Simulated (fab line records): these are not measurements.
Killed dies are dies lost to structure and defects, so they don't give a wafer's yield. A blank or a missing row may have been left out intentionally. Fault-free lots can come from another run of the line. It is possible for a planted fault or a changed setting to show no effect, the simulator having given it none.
fab line records / flow nand_harc
record: lots: 12 wafers: 36 last_day: 34
route steps=1302 shown A_CHANNEL_HOLE_D1@463 A_CHANNEL_FILL_D1@496
lots that met no fault: taken from a fault-free run of the same line
start_h: hours from the record's opening day to when the first of the lot's shown wafers began / wait_h: time in hours since the lot's previous step / " the same as in the row above / L1.1+2: a row that stands for several wafers / - either no value or no given start / * or withheld: withheld / < > ~ a bound
route shown NAME@n: a module of which the file shows steps, and the number in the route of the first / usual: mean/standard deviation taken from wafers without a fault / same: alike in all rows / chamber/n: place in a boat / sites: readings site by site / _std_site: the standard deviation of these / _edge_site: the outer-site mean with the inner-site mean subtracted / radius_mm: how far each site lies from the wafer's centre / mask NAME#n: copy n / behind: tool/chamber where the wafer was last shaped / hold: why the lot was held/for how many hours/how that ended / device: whichever transistor did not switch (one of n, p or np) / end of line: the route-end tests of the same wafers / a step given without rows: its recipe and nothing more / killed: the dies lost at the first sort to structure and to defects; this is not the yield of the wafer / map: the dies of a wafer, with x for killed, . for not killed, _ for no die there
set.NAME: the setting that was run; set.NAME@STEP: the one run at that earlier step / model.NAME: the simulator's own value behind a step, which no gauge read
steps of the route over a sample of lots; a table a step, a row a wafer
services: from which hour (start_h, from the record's first day; less than 0 if before it) a tool's chamber was out of use, for how many hours, and why
== steps ==
step: NHARC_A_CHANNEL_HOLE_D1_OVL_MEAS_11
usual: overlay_x_nm: 0.1/0.87 overlay_y_nm: -0.1/0.95
lot.wafer=L193.1 tool=overlay-02 chamber=- start_h=179.79 wait_h=- overlay_x_nm=0.9 overlay_y_nm=-0.1
lot.wafer=L193.2 tool=overlay-02 chamber=- start_h=179.79 wait_h=- overlay_x_nm=0.1 overlay_y_nm=-0.2
lot.wafer=L193.5 tool=overlay-02 chamber=- start_h=179.79 wait_h=- overlay_x_nm=1.1 overlay_y_nm=-0.1
lot.wafer=L198.1 tool=overlay-01 chamber=- start_h=227.85 wait_h=- overlay_x_nm=0.0 overlay_y_nm=-0.2
lot.wafer=L198.4 tool=overlay-01 chamber=- start_h=227.85 wait_h=- overlay_x_nm=-0.1 overlay_y_nm=-0.1
lot.wafer=L198.5 tool=overlay-01 chamber=- start_h=227.85 wait_h=- overlay_x_nm=-0.4 overlay_y_nm=-0.1
lot.wafer=L203.2 tool=overlay-02 chamber=- start_h=283.46 wait_h=- overlay_x_nm=-0.6 overlay_y_nm=-0.9
lot.wafer=L203.3 tool=overlay-02 chamber=- start_h=283.46 wait_h=- overlay_x_nm=-1.0 overlay_y_nm=-0.9
lot.wafer=L203.4 tool=overlay-02 chamber=- start_h=283.46 wait_h=- overlay_x_nm=-1.0 overlay_y_nm=-0.7
lot.wafer=L204.1 tool=overlay-01 chamber=- start_h=302.97 wait_h=- overlay_x_nm=-1.2 overlay_y_nm=0.8
lot.wafer=L204.2 tool=overlay-01 chamber=- start_h=302.97 wait_h=- overlay_x_nm=-0.8 overlay_y_nm=0.7
lot.wafer=L204.4 tool=overlay-01 chamber=- start_h=302.97 wait_h=- overlay_x_nm=-1.0 overlay_y_nm=0.7
lot.wafer=L207.3 tool=overlay-02 chamber=- start_h=321.68 wait_h=- overlay_x_nm=0.1 overlay_y_nm=1.3
lot.wafer=L207.5 tool=overlay-02 chamber=- start_h=321.68 wait_h=- overlay_x_nm=-0.6 overlay_y_nm=1.5
lot.wafer=L207.6 tool=overlay-02 chamber=- start_h=321.68 wait_h=- overlay_x_nm=-0.4 overlay_y_nm=0.7
lot.wafer=L208.2 tool=overlay-01 chamber=- start_h=321.98 wait_h=- overlay_x_nm=0.0 overlay_y_nm=-1.7
lot.wafer=L208.3 tool=overlay-01 chamber=- start_h=321.98 wait_h=- overlay_x_nm=0.0 overlay_y_nm=-1.2
lot.wafer=L208.5 tool=overlay-01 chamber=- start_h=321.98 wait_h=- overlay_x_nm=0.1 overlay_y_nm=-1.9
lot.wafer=L209.1 tool=overlay-02 chamber=- start_h=345.21 wait_h=- overlay_x_nm=0.8 overlay_y_nm=0.1
lot.wafer=L209.2 tool=overlay-02 chamber=- start_h=345.21 wait_h=- overlay_x_nm=1.2 overlay_y_nm=0.5
lot.wafer=L209.5 tool=overlay-02 chamber=- start_h=345.21 wait_h=- overlay_x_nm=0.4 overlay_y_nm=0.7
lot.wafer=L212.1 tool=overlay-01 chamber=- start_h=370.03 wait_h=- overlay_x_nm=-0.4 overlay_y_nm=-1.1
lot.wafer=L212.4 tool=overlay-01 chamber=- start_h=370.03 wait_h=- overlay_x_nm=-0.8 overlay_y_nm=-0.2
lot.wafer=L212.6 tool=overlay-01 chamber=- start_h=370.03 wait_h=- overlay_x_nm=0.1 overlay_y_nm=-0.7
lot.wafer=L213.3 tool=overlay-01 chamber=- start_h=381.68 wait_h=- overlay_x_nm=1.7 overlay_y_nm=0.1
lot.wafer=L213.4 tool=overlay-01 chamber=- start_h=381.68 wait_h=- overlay_x_nm=1.3 overlay_y_nm=-0.4
lot.wafer=L213.5 tool=overlay-01 chamber=- start_h=381.68 wait_h=- overlay_x_nm=1.3 overlay_y_nm=0.1
lot.wafer=L214.2 tool=overlay-01 chamber=- start_h=394.96 wait_h=- overlay_x_nm=1.1 overlay_y_nm=0.2
lot.wafer=L214.4 tool=overlay-01 chamber=- start_h=394.96 wait_h=- overlay_x_nm=0.4 overlay_y_nm=-0.5
lot.wafer=L214.6 tool=overlay-01 chamber=- start_h=394.96 wait_h=- overlay_x_nm=0.0 overlay_y_nm=-0.5
lot.wafer=L215.2 tool=overlay-01 chamber=- start_h=406.03 wait_h=- overlay_x_nm=1.2 overlay_y_nm=-0.9
lot.wafer=L215.4 tool=overlay-01 chamber=- start_h=406.03 wait_h=- overlay_x_nm=1.8 overlay_y_nm=-1.3
lot.wafer=L215.6 tool=overlay-01 chamber=- start_h=406.03 wait_h=- overlay_x_nm=1.3 overlay_y_nm=-0.6
lot.wafer=L216.4 tool=overlay-02 chamber=- start_h=406.33 wait_h=- overlay_x_nm=0.5 overlay_y_nm=-0.4
lot.wafer=L216.5 tool=overlay-02 chamber=- start_h=406.33 wait_h=- overlay_x_nm=0.7 overlay_y_nm=-0.1
lot.wafer=L216.6 tool=overlay-02 chamber=- start_h=406.33 wait_h=- overlay_x_nm=0.1 overlay_y_nm=-0.3
step: NHARC_A_CHANNEL_HOLE_D1_ETCH_21
recipe: bias_v: 3000 source_w: withheld pressure_mtorr: 20 time_s: 514.3 ar_flow_sccm: 375 c4f8_flow_sccm: 89.3 o2_flow_sccm: 35.7 temp_c: -20 target_depth_a: 16000 chemistry: C4F8/O2/Ar
usual: c4f8_flow_sccm: 89.30/0.26 drypump_motor_current_A: 5.29/0.18 showerhead_plenum_p_Torr: 3.67/0.069 throttle_valve_pct: 32.155/0.0089
lot.wafer=L193.1 tool=har_etch-01 chamber=0 start_h=181.55 wait_h=0.3 c4f8_flow_sccm=89.44 drypump_motor_current_A=5.41 rf_hours_counter_h=84 showerhead_plenum_p_Torr=3.74 throttle_valve_pct=32.154
lot.wafer=L193.2 tool=har_etch-01 chamber=1 start_h=181.55 wait_h=0.3 c4f8_flow_sccm=89.14 drypump_motor_current_A=5.32 rf_hours_counter_h=84 showerhead_plenum_p_Torr=3.67 throttle_valve_pct=32.142
lot.wafer=L193.5 tool=har_etch-01 chamber=1 start_h=181.55 wait_h=0.3 c4f8_flow_sccm=89.29 drypump_motor_current_A=5.32 rf_hours_counter_h=- showerhead_plenum_p_Torr=3.67 throttle_valve_pct=32.146
lot.wafer=L198.1 tool=har_etch-01 chamber=0 start_h=230.61 wait_h=0.3 c4f8_flow_sccm=89.09 drypump_motor_current_A=5.41 rf_hours_counter_h=115 showerhead_plenum_p_Torr=3.72 throttle_valve_pct=32.154
lot.wafer=L198.4 tool=har_etch-01 chamber=1 start_h=230.61 wait_h=0.3 c4f8_flow_sccm=90.03 drypump_motor_current_A=5.34 rf_hours_counter_h=- showerhead_plenum_p_Torr=3.65 throttle_valve_pct=32.161
lot.wafer=L198.5 tool=har_etch-01 chamber=0 start_h=230.61 wait_h=0.3 c4f8_flow_sccm=89.80 drypump_motor_current_A=5.40 rf_hours_counter_h=- showerhead_plenum_p_Torr=3.72 throttle_valve_pct=32.160
lot.wafer=L203.2 tool=har_etch-01 chamber=0 start_h=285.25 wait_h=0.3 c4f8_flow_sccm=89.33 drypump_motor_current_A=5.39 rf_hours_counter_h=142 showerhead_plenum_p_Torr=3.71 throttle_valve_pct=32.160
lot.wafer=L203.3 tool=har_etch-01 chamber=1 start_h=285.25 wait_h=0.3 c4f8_flow_sccm=89.82 drypump_motor_current_A=5.34 rf_hours_counter_h=- showerhead_plenum_p_Torr=3.64 throttle_valve_pct=32.152
lot.wafer=L203.4 tool=har_etch-01 chamber=0 start_h=285.25 wait_h=0.3 c4f8_flow_sccm=89.27 drypump_motor_current_A=5.41 rf_hours_counter_h=- showerhead_plenum_p_Torr=3.71 throttle_valve_pct=32.163
lot.wafer=L204.2 tool=har_etch-01 chamber=1 start_h=305.55 wait_h=0.3 c4f8_flow_sccm=89.42 drypump_motor_current_A=5.33 rf_hours_counter_h=153 showerhead_plenum_p_Torr=3.63 throttle_valve_pct=32.161
lot.wafer=L204.1 tool=har_etch-01 chamber=0 start_h=305.55 wait_h=0.3 c4f8_flow_sccm=89.45 drypump_motor_current_A=5.41 rf_hours_counter_h=153 showerhead_plenum_p_Torr=3.70 throttle_valve_pct=32.158
lot.wafer=L204.4 tool=har_etch-01 chamber=0 start_h=305.55 wait_h=0.3 c4f8_flow_sccm=89.06 drypump_motor_current_A=5.41 rf_hours_counter_h=- showerhead_plenum_p_Torr=3.70 throttle_valve_pct=32.152
lot.wafer=L207.3 tool=har_etch-01 chamber=0 start_h=323.62 wait_h=0.3 c4f8_flow_sccm=88.75 drypump_motor_current_A=5.39 rf_hours_counter_h=- showerhead_plenum_p_Torr=3.69 throttle_valve_pct=32.159
lot.wafer=L207.6 tool=har_etch-01 chamber=1 start_h=323.62 wait_h=0.3 c4f8_flow_sccm=89.16 drypump_motor_current_A=5.31 rf_hours_counter_h=- showerhead_plenum_p_Torr=3.63 throttle_valve_pct=32.152
lot.wafer=L207.5 tool=har_etch-01 chamber=0 start_h=323.62 wait_h=0.3 c4f8_flow_sccm=89.33 drypump_motor_current_A=5.40 rf_hours_counter_h=- showerhead_plenum_p_Torr=3.69 throttle_valve_pct=32.164
lot.wafer=L208.2 tool=har_etch-02 chamber=0 start_h=324.30 wait_h=0.3 c4f8_flow_sccm=89.35 drypump_motor_current_A=4.89 rf_hours_counter_h=382 showerhead_plenum_p_Torr=3.58 throttle_valve_pct=32.160
lot.wafer=L208.3 tool=har_etch-02 chamber=0 start_h=324.30 wait_h=0.3 c4f8_flow_sccm=89.27 drypump_motor_current_A=4.89 rf_hours_counter_h=- showerhead_plenum_p_Torr=3.58 throttle_valve_pct=32.153
lot.wafer=L208.5 tool=har_etch-02 chamber=0 start_h=324.30 wait_h=0.3 c4f8_flow_sccm=89.52 drypump_motor_current_A=4.90 rf_hours_counter_h=- showerhead_plenum_p_Torr=3.58 throttle_valve_pct=32.167
lot.wafer=L209.1 tool=har_etch-01 chamber=0 start_h=347.13 wait_h=0.3 c4f8_flow_sccm=89.04 drypump_motor_current_A=5.40 rf_hours_counter_h=180 showerhead_plenum_p_Torr=3.69 throttle_valve_pct=32.160
lot.wafer=L209.2 tool=har_etch-01 chamber=1 start_h=347.13 wait_h=0.3 c4f8_flow_sccm=89.12 drypump_motor_current_A=5.35 rf_hours_counter_h=180 showerhead_plenum_p_Torr=3.62 throttle_valve_pct=32.156
lot.wafer=L209.5 tool=har_etch-01 chamber=0 start_h=347.13 wait_h=0.3 c4f8_flow_sccm=88.95 drypump_motor_current_A=5.40 rf_hours_counter_h=- showerhead_plenum_p_Torr=3.69 throttle_valve_pct=32.145
lot.wafer=L212.1 tool=har_etch-02 chamber=1 start_h=371.74 wait_h=0.3 c4f8_flow_sccm=89.45 drypump_motor_current_A=5.38 rf_hours_counter_h=398 showerhead_plenum_p_Torr=3.67 throttle_valve_pct=32.154
lot.wafer=L212.4 tool=har_etch-02 chamber=0 start_h=371.74 wait_h=0.3 c4f8_flow_sccm=89.27 drypump_motor_current_A=4.92 rf_hours_counter_h=- showerhead_plenum_p_Torr=3.57 throttle_valve_pct=32.165
lot.wafer=L212.6 tool=har_etch-02 chamber=0 start_h=371.74 wait_h=0.3 c4f8_flow_sccm=89.08 drypump_motor_current_A=4.91 rf_hours_counter_h=- showerhead_plenum_p_Torr=3.57 throttle_valve_pct=32.166
lot.wafer=L213.3 tool=har_etch-01 chamber=0 start_h=383.54 wait_h=0.3 c4f8_flow_sccm=89.65 drypump_motor_current_A=5.40 rf_hours_counter_h=- showerhead_plenum_p_Torr=3.67 throttle_valve_pct=32.134
lot.wafer=L213.4 tool=har_etch-01 chamber=1 start_h=383.54 wait_h=0.3 c4f8_flow_sccm=89.35 drypump_motor_current_A=5.33 rf_hours_counter_h=- showerhead_plenum_p_Torr=3.60 throttle_valve_pct=32.173
lot.wafer=L213.5 tool=har_etch-01 chamber=0 start_h=383.54 wait_h=0.3 c4f8_flow_sccm=89.60 drypump_motor_current_A=5.40 rf_hours_counter_h=- showerhead_plenum_p_Torr=3.67 throttle_valve_pct=32.154
lot.wafer=L214.2 tool=har_etch-02 chamber=0 start_h=396.68 wait_h=0.3 c4f8_flow_sccm=89.52 drypump_motor_current_A=4.91 rf_hours_counter_h=0 showerhead_plenum_p_Torr=3.93 throttle_valve_pct=32.150
lot.wafer=L214.4 tool=har_etch-02 chamber=1 start_h=396.68 wait_h=0.3 c4f8_flow_sccm=89.32 drypump_motor_current_A=5.38 rf_hours_counter_h=- showerhead_plenum_p_Torr=3.66 throttle_valve_pct=32.154
lot.wafer=L214.6 tool=har_etch-02 chamber=1 start_h=396.68 wait_h=0.3 c4f8_flow_sccm=88.91 drypump_motor_current_A=5.38 rf_hours_counter_h=- showerhead_plenum_p_Torr=3.66 throttle_valve_pct=32.157
lot.wafer=L215.2 tool=har_etch-01 chamber=1 start_h=407.90 wait_h=0.3 c4f8_flow_sccm=89.02 drypump_motor_current_A=5.34 rf_hours_counter_h=218 showerhead_plenum_p_Torr=3.60 throttle_valve_pct=32.166
lot.wafer=L215.4 tool=har_etch-01 chamber=1 start_h=407.90 wait_h=0.3 c4f8_flow_sccm=88.87 drypump_motor_current_A=5.35 rf_hours_counter_h=- showerhead_plenum_p_Torr=3.60 throttle_valve_pct=32.146
lot.wafer=L215.6 tool=har_etch-01 chamber=1 start_h=407.90 wait_h=0.3 c4f8_flow_sccm=89.29 drypump_motor_current_A=5.33 rf_hours_counter_h=- showerhead_plenum_p_Torr=3.60 throttle_valve_pct=32.174
lot.wafer=L216.4 tool=har_etch-02 chamber=1 start_h=408.41 wait_h=0.3 c4f8_flow_sccm=89.17 drypump_motor_current_A=5.37 rf_hours_counter_h=- showerhead_plenum_p_Torr=3.66 throttle_valve_pct=32.154
lot.wafer=L216.6 tool=har_etch-02 chamber=1 start_h=408.41 wait_h=0.3 c4f8_flow_sccm=88.96 drypump_motor_current_A=5.37 rf_hours_counter_h=- showerhead_plenum_p_Torr=3.66 throttle_valve_pct=32.138
lot.wafer=L216.5 tool=har_etch-02 chamber=0 start_h=408.41 wait_h=0.3 c4f8_flow_sccm=88.74 drypump_motor_current_A=4.88 rf_hours_counter_h=- showerhead_plenum_p_Torr=3.93 throttle_valve_pct=32.154
step: NHARC_A_CHANNEL_FILL_D1_ALD_16
recipe: target_thk_a: 15 pulse_time_s: 10 ald_cycles: 15 temp_c: 300 material: SiO2
usual: ald_cycles: 15/0 heater_power_w: 463/50 precursor_pulse_height_rel: 1.000/0.022
lot.wafer=L193.2 tool=ald_hk-01 chamber=3 start_h=199.03 wait_h=0.0 ald_cycles=15 heater_power_w=421 precursor_pulse_height_rel=0.985
lot.wafer=L193.1 tool=ald_hk-01 chamber=1 start_h=199.03 wait_h=0.0 ald_cycles=15 heater_power_w=479 precursor_pulse_height_rel=1.026
lot.wafer=L193.5 tool=ald_hk-01 chamber=3 start_h=199.03 wait_h=0.0 ald_cycles=15 heater_power_w=425 precursor_pulse_height_rel=0.979
lot.wafer=L198.4 tool=ald_hk-03 chamber=3 start_h=250.23 wait_h=0.2 ald_cycles=15 heater_power_w=472 precursor_pulse_height_rel=1.008
lot.wafer=L198.1 tool=ald_hk-03 chamber=2 start_h=250.23 wait_h=0.2 ald_cycles=15 heater_power_w=469 precursor_pulse_height_rel=0.938
lot.wafer=L198.5 tool=ald_hk-03 chamber=0 start_h=250.23 wait_h=0.2 ald_cycles=15 heater_power_w=550 precursor_pulse_height_rel=1.017
lot.wafer=L203.3 tool=ald_hk-02 chamber=0 start_h=303.06 wait_h=0.0 ald_cycles=15 heater_power_w=487 precursor_pulse_height_rel=0.969
lot.wafer=L203.2 tool=ald_hk-02 chamber=2 start_h=303.06 wait_h=0.0 ald_cycles=19 heater_power_w=415 precursor_pulse_height_rel=0.999
lot.wafer=L203.4 tool=ald_hk-02 chamber=3 start_h=303.06 wait_h=0.0 ald_cycles=15 heater_power_w=408 precursor_pulse_height_rel=1.015
lot.wafer=L204.4 tool=ald_hk-02 chamber=1 start_h=322.37 wait_h=0.0 ald_cycles=15 heater_power_w=446 precursor_pulse_height_rel=0.999
lot.wafer=L204.1 tool=ald_hk-02 chamber=2 start_h=322.37 wait_h=0.0 ald_cycles=19 heater_power_w=409 precursor_pulse_height_rel=1.037
lot.wafer=L204.2 tool=ald_hk-02 chamber=0 start_h=322.37 wait_h=0.0 ald_cycles=15 heater_power_w=499 precursor_pulse_height_rel=0.989
lot.wafer=L208.3 tool=ald_hk-01 chamber=2 start_h=341.25 wait_h=0.1 ald_cycles=15 heater_power_w=413 precursor_pulse_height_rel=0.983
lot.wafer=L208.2 tool=ald_hk-01 chamber=3 start_h=341.25 wait_h=0.1 ald_cycles=15 heater_power_w=425 precursor_pulse_height_rel=0.994
lot.wafer=L208.5 tool=ald_hk-01 chamber=2 start_h=341.25 wait_h=0.1 ald_cycles=15 heater_power_w=417 precursor_pulse_height_rel=1.061
lot.wafer=L207.3 tool=ald_hk-03 chamber=3 start_h=341.27 wait_h=0.1 ald_cycles=15 heater_power_w=464 precursor_pulse_height_rel=1.022
lot.wafer=L207.6 tool=ald_hk-03 chamber=1 start_h=341.27 wait_h=0.1 ald_cycles=15 heater_power_w=499 precursor_pulse_height_rel=0.979
lot.wafer=L207.5 tool=ald_hk-03 chamber=2 start_h=341.27 wait_h=0.1 ald_cycles=15 heater_power_w=460 precursor_pulse_height_rel=0.988
lot.wafer=L209.1 tool=ald_hk-03 chamber=3 start_h=364.80 wait_h=0.1 ald_cycles=15 heater_power_w=458 precursor_pulse_height_rel=0.984
lot.wafer=L209.2 tool=ald_hk-03 chamber=0 start_h=364.80 wait_h=0.1 ald_cycles=15 heater_power_w=556 precursor_pulse_height_rel=1.003
lot.wafer=L209.5 tool=ald_hk-03 chamber=3 start_h=364.80 wait_h=0.1 ald_cycles=15 heater_power_w=475 precursor_pulse_height_rel=1.004
lot.wafer=L212.1 tool=ald_hk-01 chamber=0 start_h=389.37 wait_h=0.0 ald_cycles=15 heater_power_w=391 precursor_pulse_height_rel=1.004
lot.wafer=L212.4 tool=ald_hk-01 chamber=3 start_h=389.37 wait_h=0.0 ald_cycles=15 heater_power_w=428 precursor_pulse_height_rel=1.038
lot.wafer=L212.6 tool=ald_hk-01 chamber=0 start_h=389.37 wait_h=0.0 ald_cycles=15 heater_power_w=391 precursor_pulse_height_rel=1.000
lot.wafer=L213.4 tool=ald_hk-02 chamber=2 start_h=401.06 wait_h=0.0 ald_cycles=15 heater_power_w=397 precursor_pulse_height_rel=1.033
lot.wafer=L213.3 tool=ald_hk-02 chamber=0 start_h=401.06 wait_h=0.0 ald_cycles=15 heater_power_w=547 precursor_pulse_height_rel=1.013
lot.wafer=L213.5 tool=ald_hk-02 chamber=3 start_h=401.06 wait_h=0.0 ald_cycles=15 heater_power_w=393 precursor_pulse_height_rel=0.996
lot.wafer=L214.4 tool=ald_hk-03 chamber=1 start_h=415.58 wait_h=0.1 ald_cycles=15 heater_power_w=492 precursor_pulse_height_rel=1.020
lot.wafer=L214.2 tool=ald_hk-03 chamber=2 start_h=415.58 wait_h=0.1 ald_cycles=15 heater_power_w=450 precursor_pulse_height_rel=0.994
lot.wafer=L214.6 tool=ald_hk-03 chamber=0 start_h=415.58 wait_h=0.1 ald_cycles=15 heater_power_w=568 precursor_pulse_height_rel=0.990
lot.wafer=L215.4 tool=ald_hk-02 chamber=2 start_h=425.47 wait_h=0.0 ald_cycles=15 heater_power_w=405 precursor_pulse_height_rel=1.002
lot.wafer=L215.2 tool=ald_hk-02 chamber=0 start_h=425.47 wait_h=0.0 ald_cycles=15 heater_power_w=550 precursor_pulse_height_rel=0.955
lot.wafer=L215.6 tool=ald_hk-02 chamber=2 start_h=425.47 wait_h=0.0 ald_cycles=15 heater_power_w=409 precursor_pulse_height_rel=1.014
lot.wafer=L216.4 tool=ald_hk-03 chamber=1 start_h=425.52 wait_h=0.1 ald_cycles=15 heater_power_w=495 precursor_pulse_height_rel=0.981
lot.wafer=L216.5 tool=ald_hk-03 chamber=3 start_h=425.52 wait_h=0.1 ald_cycles=15 heater_power_w=468 precursor_pulse_height_rel=1.000
lot.wafer=L216.6 tool=ald_hk-03 chamber=0 start_h=425.52 wait_h=0.1 ald_cycles=15 heater_power_w=537 precursor_pulse_height_rel=0.986
step: NHARC_A_CHANNEL_FILL_D1_ALD_25
recipe: target_thk_a: 600 pulse_time_s: 10 ald_cycles: 600 temp_c: 300 material: SiOx
usual: ald_cycles: 600/0 heater_power_w: 460/48 precursor_pulse_height_rel: 1.003/0.02
lot.wafer=L193.2 tool=ald_hk-03 chamber=3 start_h=223.50 wait_h=0.1 ald_cycles=600 heater_power_w=449 precursor_pulse_height_rel=0.950
lot.wafer=L193.1 tool=ald_hk-03 chamber=2 start_h=225.35 wait_h=1.9 ald_cycles=600 heater_power_w=475 precursor_pulse_height_rel=1.007
lot.wafer=L193.5 tool=ald_hk-03 chamber=0 start_h=226.58 wait_h=3.1 ald_cycles=600 heater_power_w=587 precursor_pulse_height_rel=1.025
lot.wafer=L198.1 tool=ald_hk-02 chamber=0 start_h=274.89 wait_h=0.7 ald_cycles=600 heater_power_w=509 precursor_pulse_height_rel=1.010
lot.wafer=L198.4 tool=ald_hk-02 chamber=2 start_h=276.12 wait_h=1.9 ald_cycles=600 heater_power_w=409 precursor_pulse_height_rel=1.029
lot.wafer=L198.5 tool=ald_hk-02 chamber=3 start_h=276.12 wait_h=1.9 ald_cycles=600 heater_power_w=424 precursor_pulse_height_rel=1.006
lot.wafer=L203.3 tool=ald_hk-02 chamber=2 start_h=332.56 wait_h=0.0 ald_cycles=600 heater_power_w=419 precursor_pulse_height_rel=0.993
lot.wafer=L203.4 tool=ald_hk-02 chamber=3 start_h=333.81 wait_h=1.3 ald_cycles=600 heater_power_w=413 precursor_pulse_height_rel=0.948
lot.wafer=L203.2 tool=ald_hk-02 chamber=1 start_h=336.32 wait_h=3.8 ald_cycles=600 heater_power_w=446 precursor_pulse_height_rel=0.987
lot.wafer=L204.2 tool=ald_hk-02 chamber=0 start_h=346.38 wait_h=0.1 ald_cycles=600 heater_power_w=503 precursor_pulse_height_rel=0.996
lot.wafer=L204.4 tool=ald_hk-02 chamber=2 start_h=347.59 wait_h=1.3 ald_cycles=600 heater_power_w=419 precursor_pulse_height_rel=0.984
lot.wafer=L204.1 tool=ald_hk-02 chamber=3 start_h=347.59 wait_h=1.3 ald_cycles=600 heater_power_w=405 precursor_pulse_height_rel=1.018
lot.wafer=L208.3 tool=ald_hk-01 chamber=2 start_h=366.58 wait_h=0.1 ald_cycles=600 heater_power_w=409 precursor_pulse_height_rel=1.005
lot.wafer=L208.2 tool=ald_hk-01 chamber=3 start_h=366.58 wait_h=0.1 ald_cycles=600 heater_power_w=424 precursor_pulse_height_rel=0.985
lot.wafer=L208.5 tool=ald_hk-01 chamber=3 start_h=369.67 wait_h=3.1 ald_cycles=600 heater_power_w=425 precursor_pulse_height_rel=0.986
lot.wafer=L207.3 tool=ald_hk-03 chamber=0 start_h=367.19 wait_h=0.7 ald_cycles=600 heater_power_w=556 precursor_pulse_height_rel=1.003
lot.wafer=L207.6 tool=ald_hk-03 chamber=3 start_h=369.04 wait_h=2.5 ald_cycles=600 heater_power_w=477 precursor_pulse_height_rel=0.981
lot.wafer=L207.5 tool=ald_hk-03 chamber=0 start_h=369.04 wait_h=2.5 ald_cycles=600 heater_power_w=544 precursor_pulse_height_rel=0.992
lot.wafer=L209.2 tool=ald_hk-03 chamber=1 start_h=389.41 wait_h=0.7 ald_cycles=600 heater_power_w=515 precursor_pulse_height_rel=0.997
lot.wafer=L209.1 tool=ald_hk-03 chamber=3 start_h=390.65 wait_h=1.9 ald_cycles=600 heater_power_w=472 precursor_pulse_height_rel=1.006
lot.wafer=L209.5 tool=ald_hk-03 chamber=1 start_h=391.89 wait_h=3.1 ald_cycles=600 heater_power_w=496 precursor_pulse_height_rel=0.984
lot.wafer=L212.1 tool=ald_hk-02 chamber=2 start_h=414.32 wait_h=0.7 ald_cycles=600 heater_power_w=406 precursor_pulse_height_rel=0.998
lot.wafer=L212.4 tool=ald_hk-02 chamber=3 start_h=414.32 wait_h=0.7 ald_cycles=600 heater_power_w=396 precursor_pulse_height_rel=1.029
lot.wafer=L212.6 tool=ald_hk-02 chamber=2 start_h=416.79 wait_h=3.2 ald_cycles=600 heater_power_w=402 precursor_pulse_height_rel=0.981
lot.wafer=L213.3 tool=ald_hk-01 chamber=1 start_h=424.89 wait_h=0.1 ald_cycles=600 heater_power_w=479 precursor_pulse_height_rel=1.011
lot.wafer=L213.4 tool=ald_hk-01 chamber=2 start_h=424.89 wait_h=0.1 ald_cycles=600 heater_power_w=420 precursor_pulse_height_rel=1.014
lot.wafer=L213.5 tool=ald_hk-01 chamber=1 start_h=427.33 wait_h=2.5 ald_cycles=600 heater_power_w=461 precursor_pulse_height_rel=1.031
lot.wafer=L214.2 tool=ald_hk-03 chamber=2 start_h=440.26 wait_h=0.1 ald_cycles=600 heater_power_w=452 precursor_pulse_height_rel=1.033
lot.wafer=L214.4 tool=ald_hk-03 chamber=1 start_h=442.07 wait_h=1.9 ald_cycles=600 heater_power_w=502 precursor_pulse_height_rel=1.016
lot.wafer=L214.6 tool=ald_hk-03 chamber=3 start_h=443.28 wait_h=3.1 ald_cycles=600 heater_power_w=465 precursor_pulse_height_rel=1.032
lot.wafer=L215.2 tool=ald_hk-01 chamber=0 start_h=449.30 wait_h=0.1 ald_cycles=600 heater_power_w=382 precursor_pulse_height_rel=1.010
lot.wafer=L215.4 tool=ald_hk-01 chamber=1 start_h=449.30 wait_h=0.1 ald_cycles=600 heater_power_w=474 precursor_pulse_height_rel=1.039
lot.wafer=L215.6 tool=ald_hk-01 chamber=0 start_h=451.72 wait_h=2.5 ald_cycles=600 heater_power_w=392 precursor_pulse_height_rel=1.012
lot.wafer=L216.4 tool=ald_hk-02 chamber=2 start_h=449.91 wait_h=0.7 ald_cycles=600 heater_power_w=406 precursor_pulse_height_rel=1.021
lot.wafer=L216.6 tool=ald_hk-02 chamber=1 start_h=451.76 wait_h=2.5 ald_cycles=600 heater_power_w=453 precursor_pulse_height_rel=0.999
lot.wafer=L216.5 tool=ald_hk-02 chamber=2 start_h=451.76 wait_h=2.5 ald_cycles=600 heater_power_w=403 precursor_pulse_height_rel=1.014
== services ==
tool=ald_hk-02 chamber=- start_h=170.00 hours=10.0 kind=pm
tool=ald_hk-02 chamber=0 start_h=170.00 hours=10.0 kind=vent_cycle
tool=ald_hk-02 chamber=1 start_h=170.00 hours=10.0 kind=vent_cycle
tool=ald_hk-02 chamber=2 start_h=170.00 hours=10.0 kind=vent_cycle
tool=ald_hk-02 chamber=3 start_h=170.00 hours=10.0 kind=vent_cycle
tool=ald_hk-02 chamber=0 start_h=180.00 hours=- kind=clean
tool=ald_hk-02 chamber=1 start_h=180.00 hours=- kind=clean
tool=ald_hk-02 chamber=2 start_h=180.00 hours=- kind=clean
tool=ald_hk-02 chamber=3 start_h=180.00 hours=- kind=clean
tool=har_etch-02 chamber=- start_h=227.03 hours=2.7 kind=repair
tool=ald_hk-03 chamber=1 start_h=227.19 hours=10.0 kind=vent_cycle
tool=ald_hk-03 chamber=2 start_h=227.19 hours=10.0 kind=vent_cycle
tool=ald_hk-03 chamber=0 start_h=237.19 hours=- kind=clean
tool=ald_hk-03 chamber=1 start_h=237.19 hours=- kind=clean
tool=ald_hk-03 chamber=2 start_h=237.19 hours=- kind=clean
tool=ald_hk-03 chamber=3 start_h=237.19 hours=- kind=clean
tool=ald_hk-01 chamber=- start_h=297.78 hours=10.0 kind=pm
tool=ald_hk-02 chamber=2 start_h=349.99 hours=10.0 kind=vent_cycle
tool=ald_hk-02 chamber=3 start_h=349.99 hours=10.0 kind=vent_cycle
tool=ald_hk-02 chamber=0 start_h=359.99 hours=- kind=clean
tool=ald_hk-02 chamber=1 start_h=359.99 hours=- kind=clean
tool=har_etch-02 chamber=- start_h=378.41 hours=17.0 kind=pm
tool=ald_hk-03 chamber=- start_h=386.41 hours=1.9 kind=repair
tool=ald_hk-03 chamber=- start_h=405.19 hours=10.0 kind=pm
== key ==
first_sign: step: NHARC_A_CHANNEL_FILL_D1_ALD_16 reading: ald_cycles direction: up sigmas: 99+ usual: 15 struck: 19
effect none on later readings
met_at NHARC_A_CHANNEL_FILL_D1_ALD_16
struck_lots L203,L204
struck_wafers L203.2,L204.1
tester_left_out L203,L204
not_acting_at NHARC_A_CHANNEL_HOLE_D1_OVL_MEAS_11,NHARC_A_CHANNEL_HOLE_D1_ETCH_21,NHARC_A_CHANNEL_FILL_D1_ALD_25
fault: kind: process_parameter_drift tool: ald_hk-02 chamber: 2 onset_h: 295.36 steps: NHARC_A_CHANNEL_FILL_D1_ALD_16 channel: ald_cycles offset: 4 shape: step end_h: 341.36 acts_in: these_recipes_only stated: 15
tester_left_out: of these lots the tester's yield and bins aren't shown, on N5 and GAA mostly nor the transistor test; their killed dies are dies lost to structure and defects alone, not to doping, threshold or leakage, so they don't give the yield
